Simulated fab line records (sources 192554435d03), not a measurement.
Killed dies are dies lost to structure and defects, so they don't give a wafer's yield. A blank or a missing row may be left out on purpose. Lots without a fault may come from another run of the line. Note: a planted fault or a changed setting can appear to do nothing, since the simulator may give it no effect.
fab line records -- flow n5_finfet -- part 2 of 2: steps 24 to 30 of 30
record lots=5, wafers=15, last_day=18
route steps=1938 shown PASSIVATION@1906
lots with no fault: from the same line, run without faults
start_h: the number of hours between the record's first day and the start of the first shown wafer of the lot -- wait_h: hours elapsed since this lot's preceding step -- " identical to the entry in the row above -- L1.1+2: a row that stands for several wafers -- - value missing, or start not given -- * or withheld: withheld -- < > ~ a bound
route shown NAME@n: NAME is a module with steps in the file, n the number in the route of the first one -- usual: mean/standard deviation of fault-free wafers -- same: alike in all rows -- chamber/n: place in a boat -- sites: readings site by site -- _std_site: the standard deviation of these -- _edge_site: mean of outer sites minus mean of inner sites -- radius_mm: how far each site lies from the wafer's centre -- mask NAME#n: copy n -- behind: the last tool/chamber to shape the wafer -- hold: reason for holding the lot/hours on hold/outcome of the hold -- device: the transistor (n, p or np) that didn't switch -- end of line: the route-end tests of the same wafers -- a step given without rows: its recipe and nothing more -- killed: dies lost to structure and defects at the first sort, not the wafer's yield -- map: a wafer's dies, marking killed ones x, the rest . and places with no die _
set.NAME: the setting as run; set.NAME@STEP: as run at that earlier step -- model.NAME: the simulator's own value behind a step, which no gauge read
a table for each step, a row for each wafer; lots at some steps of the route
services: the hour from which a tool's chamber was out of use, counted from the record's first day as start_h (under 0 if before that day), plus the number of hours and why
## steps
# step N5_PASSIVATION_PASS_ETCH_47
# recipe chemistry=CF4/O2, target=SiNx, target_depth_a=7700, time_s=385, ion_energy_ev=100, pressure_mtorr=40, source_w=535, bias_w=49, Ar_flow_sccm=100, cf4_flow_sccm=100, O2_flow_sccm=10
# usual drypump_motor_current_A=5.8/0.44, oes_f_703_au=0.81/0.053, oes_product_au=0.81/0.054, rf_vpp_V=245/4.8, showerhead_plenum_p_Torr=2.22/0.099, throttle_valve_pct=15.85/0.24
lot.wafer,tool,chamber,start_h,wait_h,drypump_motor_current_A,oes_f_703_au,oes_product_au,rf_hours_counter_h,rf_vpp_V,showerhead_plenum_p_Torr,throttle_valve_pct
L077.1,rie_diel-01,2,323.82,0.0,5.1,0.84,0.85,59,248,2.14,15.60
L077.3,rie_diel-01,1,323.82,0.0,5.8,0.85,0.82,111,239,2.14,15.77
L077.5,rie_diel-01,1,323.82,0.0,5.8,0.85,0.82,-,238,2.14,15.79
L079.3,rie_diel-03,0,345.53,0.0,5.6,0.85,0.86,50,247,2.34,15.57
L079.5,rie_diel-03,0,345.53,0.0,5.7,0.85,0.86,-,246,2.34,15.56
L079.6,rie_diel-03,3,345.53,0.0,6.4,0.67,0.68,-,249,2.16,15.87
L080.2,rie_diel-03,2,346.12,0.0,5.6,0.86,0.87,33,249,2.33,15.74
L080.5,rie_diel-03,2,346.12,0.0,5.7,0.86,0.88,-,249,2.33,15.75
L080.6,rie_diel-03,3,346.12,0.0,6.4,0.67,0.67,-,248,2.16,15.86
L085.1,rie_diel-01,3,354.31,0.0,6.5,0.81,0.80,98,249,2.33,16.21
L085.3,rie_diel-01,2,354.31,0.0,5.1,0.82,0.83,74,251,2.14,15.64
L085.5,rie_diel-01,1,354.31,0.0,5.8,0.83,0.80,-,239,2.14,15.81
L095.2,rie_diel-05,3,427.24,0.0,5.5,0.84,0.82,70,244,2.24,15.98
L095.5,rie_diel-05,1,427.24,0.0,5.5,0.78,0.79,-,237,2.15,15.92
L095.6,rie_diel-05,0,427.24,0.0,5.5,0.71,0.72,-,235,2.01,16.28
# step N5_PASSIVATION_ETCH_54
# recipe chemistry=CHF3/O2, target=SiO2, target_depth_a=8800, CHF3_flow_sccm=50, O2_flow_sccm=5, Ar_flow_sccm=200, time_s=440, mask_material=PR, pressure_mtorr=30, source_w=650, bias_w=170, ion_energy_ev=200
# usual drypump_motor_current_A=5.8/0.44, oes_f_703_au=0.81/0.053, oes_product_au=0.81/0.055, rf_vpp_V=532/10, showerhead_plenum_p_Torr=2.42/0.11, throttle_valve_pct=18.79/0.27
lot.wafer,tool,chamber,start_h,wait_h,drypump_motor_current_A,oes_f_703_au,oes_product_au,rf_hours_counter_h,rf_vpp_V,showerhead_plenum_p_Torr,throttle_valve_pct
L077.1,rie_diel-01,2,324.05,0.1,5.1,0.83,0.84,59,541,2.33,18.52
L077.3,rie_diel-01,1,324.05,0.1,5.8,0.84,0.81,111,518,2.34,18.71
L077.5,rie_diel-01,1,324.05,0.1,5.8,0.84,0.82,-,520,2.34,18.73
L079.3,rie_diel-03,0,345.76,0.1,5.7,0.86,0.86,50,537,2.54,18.46
L079.5,rie_diel-03,0,345.76,0.1,5.6,0.85,0.86,-,536,2.54,18.46
L079.6,rie_diel-03,3,345.76,0.1,6.4,0.67,0.67,-,543,2.36,18.68
L080.2,rie_diel-03,2,346.35,0.1,5.7,0.85,0.88,33,539,2.56,18.76
L080.5,rie_diel-03,2,346.35,0.1,5.6,0.86,0.87,-,540,2.56,18.76
L080.6,rie_diel-03,3,346.35,0.1,6.4,0.68,0.67,-,540,2.36,18.70
L085.1,rie_diel-01,3,354.54,0.1,6.5,0.81,0.80,99,539,2.55,19.21
L085.3,rie_diel-01,2,354.54,0.1,5.1,0.82,0.83,74,544,2.33,18.53
L085.5,rie_diel-01,1,354.54,0.1,5.8,0.84,0.81,-,520,2.33,18.74
L095.2,rie_diel-05,3,427.47,0.1,5.5,0.84,0.82,70,532,2.45,18.90
L095.5,rie_diel-05,1,427.47,0.1,5.5,0.77,0.79,-,516,2.35,18.88
L095.6,rie_diel-05,0,427.47,0.1,5.5,0.72,0.72,-,512,2.19,19.22
# step N5_PASSIVATION_STRIP_48
# recipe chemistry=O2, power_w=600, temp_c=60, pressure_mtorr=30, rf_frequency_hz=6e+07, bias_power_w=0, overash_fraction=0.5, o2_flow_sccm=225
# usual drypump_motor_current_A=5.8/0.44, oes_product_au=0.81/0.059, rf_vpp_V=3.4/2.5, showerhead_plenum_p_Torr=2.11/0.097, temp_c=59.98/0.14, throttle_valve_pct=16.68/0.26
lot.wafer,tool,chamber,start_h,wait_h,drypump_motor_current_A,oes_product_au,rf_hours_counter_h,rf_vpp_V,showerhead_plenum_p_Torr,temp_c,throttle_valve_pct
L077.1,rie_diel-01,2,324.33,0.1,5.1,0.87,59,1.1,2.02,60.01,16.37
L077.3,rie_diel-01,1,324.33,0.1,5.8,0.82,111,0.3,2.05,59.92,16.69
L077.5,rie_diel-01,1,324.33,0.1,5.9,0.83,-,0.4,2.05,60.00,16.80
L079.3,rie_diel-03,0,346.04,0.1,5.6,0.87,50,0,2.21,60.29,16.27
L079.5,rie_diel-03,0,346.04,0.1,5.7,0.88,-,0.9,2.21,60.08,16.26
L079.6,rie_diel-03,3,346.04,0.1,6.4,0.67,-,0.3,2.07,59.94,16.63
L080.2,rie_diel-03,2,346.64,0.1,5.7,0.90,33,4.0,2.25,59.93,16.75
L080.5,rie_diel-03,2,346.64,0.1,5.6,0.86,-,2.0,2.25,59.88,16.72
L080.6,rie_diel-03,3,346.64,0.1,6.5,0.64,-,0.8,2.07,59.76,16.68
L085.1,rie_diel-01,3,354.82,0.1,6.5,0.81,99,3.2,2.21,60.13,16.95
L085.3,rie_diel-01,2,354.82,0.1,5.1,0.83,74,8.2,2.02,60.04,16.38
L085.5,rie_diel-01,1,354.82,0.1,5.9,0.81,-,4.6,2.04,59.78,16.70
L095.2,rie_diel-05,3,427.76,0.1,5.5,0.81,70,0.0,2.12,59.87,16.73
L095.5,rie_diel-05,1,427.76,0.1,5.5,0.79,-,3.6,2.02,59.89,16.58
L095.6,rie_diel-05,0,427.76,0.1,5.5,0.72,-,5.0,1.92,60.27,17.21
# step N5_PASSIVATION_STRIP_52
# recipe chemistry=post_etch_residue_remover, time_s=1200, temp_c=72.5
# usual bath_guard_temp_C=72.7/0.5, temp_c=72.49/0.12
lot.wafer,tool,chamber,start_h,wait_h,bath_guard_temp_C,temp_c
L077.1,wet_bench-02,3,324.40,-,72.5,72.53
L077.3,wet_bench-02,0,324.40,-,72.6,72.72
L077.5,wet_bench-02,7,324.40,-,72.8,72.39
L079.3,wet_bench-01,4,346.11,-,72.6,72.47
L079.5,wet_bench-01,3,346.11,-,73.0,72.50
L079.6,wet_bench-01,0,346.11,-,73.0,72.43
L080.2,wet_bench-03,7,346.70,-,73.3,72.32
L080.5,wet_bench-03,1,346.70,-,73.4,72.64
L080.6,wet_bench-03,3,346.70,-,73.0,72.65
L085.1,wet_bench-03,4,354.89,-,72.3,72.59
L085.3,wet_bench-03,5,354.89,-,72.0,72.50
L085.5,wet_bench-03,7,354.89,-,72.9,72.53
L095.2,wet_bench-03,4,427.83,-,72.7,72.46
L095.5,wet_bench-03,1,427.83,-,73.5,72.52
L095.6,wet_bench-03,0,427.83,-,72.4,72.45
# step N5_PASSIVATION_CLEAN_71
# recipe chemistry=IPA, time_s=180, temp_c=25
# usual temp_c=25.00/0.12
lot.wafer,tool,chamber,start_h,wait_h,temp_c
L077.1,wet_bench-02,3,324.74,0.0,24.95
L077.3,wet_bench-02,0,324.74,0.0,24.81
L077.5,wet_bench-02,7,324.74,0.0,24.92
L079.3,wet_bench-01,4,346.44,0.0,25.19
L079.5,wet_bench-01,3,346.44,0.0,25.13
L079.6,wet_bench-01,0,346.44,0.0,24.85
L080.2,wet_bench-03,7,347.04,0.0,24.86
L080.5,wet_bench-03,1,347.04,0.0,25.05
L080.6,wet_bench-03,3,347.04,0.0,24.96
L085.1,wet_bench-03,4,355.22,0.0,24.85
L085.3,wet_bench-03,5,355.22,0.0,25.10
L085.5,wet_bench-03,7,355.22,0.0,24.96
L095.2,wet_bench-03,4,428.19,0.0,24.92
L095.5,wet_bench-03,1,428.19,0.0,25.06
L095.6,wet_bench-03,0,428.19,0.0,25.07
# step N5_PASSIVATION_SRD_72
# recipe dry=ipa_marangoni, time_s=30, temp_c=23, rinse_liquid=diw
# usual temp_c=23.00/0.11
lot.wafer,tool,chamber,start_h,wait_h,temp_c
L077.1,wet_bench-02,3,324.79,0.0,23.01
L077.3,wet_bench-02,0,324.79,0.0,23.06
L077.5,wet_bench-02,7,324.79,0.0,22.86
L079.3,wet_bench-01,4,346.50,0.0,22.96
L079.5,wet_bench-01,3,346.50,0.0,22.89
L079.6,wet_bench-01,0,346.50,0.0,23.02
L080.2,wet_bench-03,7,347.09,0.0,23.11
L080.5,wet_bench-03,1,347.09,0.0,22.99
L080.6,wet_bench-03,3,347.09,0.0,23.14
L085.1,wet_bench-03,4,355.28,0.0,22.99
L085.3,wet_bench-03,5,355.28,0.0,22.99
L085.5,wet_bench-03,7,355.28,0.0,23.03
L095.2,wet_bench-03,4,428.25,0.0,23.17
L095.5,wet_bench-03,1,428.25,0.0,23.05
L095.6,wet_bench-03,0,428.25,0.0,22.88
# step N5_PASSIVATION_ANNEAL_56
# recipe temp_c=400, time_s=1800, ambient=FGA, idle_temp_c=300, ramp_up_c_per_min=5, ramp_down_c_per_min=3
lot.wafer,tool,chamber,start_h,wait_h
L077.1+3+5,furnace-01,0,324.83,0.0
L079.3+5+6,furnace-03,0,346.54,0.0
L080.2+5+6,furnace-01,0,347.13,0.0
L085.1+3+5,furnace-01,0,355.32,0.0
L095.2+5+6,furnace-02,0,428.29,0.0
## services
tool,chamber,start_h,hours,kind
pecvd-01,0,303.03,2.1,scheduled_down
rie_metal-02,0,303.24,-,clean
rie_metal-02,0,303.24,22.1,scheduled_down
krf_scanner-01,0,321.09,-,calibration
litho_track-04,-,321.31,-,consumable_replace:filter
krf_scanner-01,-,321.73,1.0,pm
pecvd-03,-,331.36,0.6,repair
rie_metal-01,1,337.69,2.3,repair
wet_bench-03,-,342.67,1.9,pm
rie_diel-03,3,348.27,-,clean
rie_diel-03,3,348.27,-,consumable_replace:focus_ring
rie_diel-03,3,348.27,19.9,scheduled_down
rie_diel-03,3,348.27,19.9,vent_cycle
rie_metal-02,1,360.25,1.3,repair
litho_track-02,-,361.12,-,consumable_replace:filter
rie_metal-01,0,373.45,-,clean
rie_metal-01,0,373.45,15.8,scheduled_down
rie_metal-01,0,373.45,15.8,vent_cycle
pecvd-02,-,376.57,1.0,repair
pecvd-01,-,377.41,1.3,repair
rie_diel-05,2,381.55,8.7,repair
rie_diel-01,2,385.76,11.6,repair
rie_metal-01,0,412.07,5.0,repair
rie_metal-02,-,417.16,1.4,pm
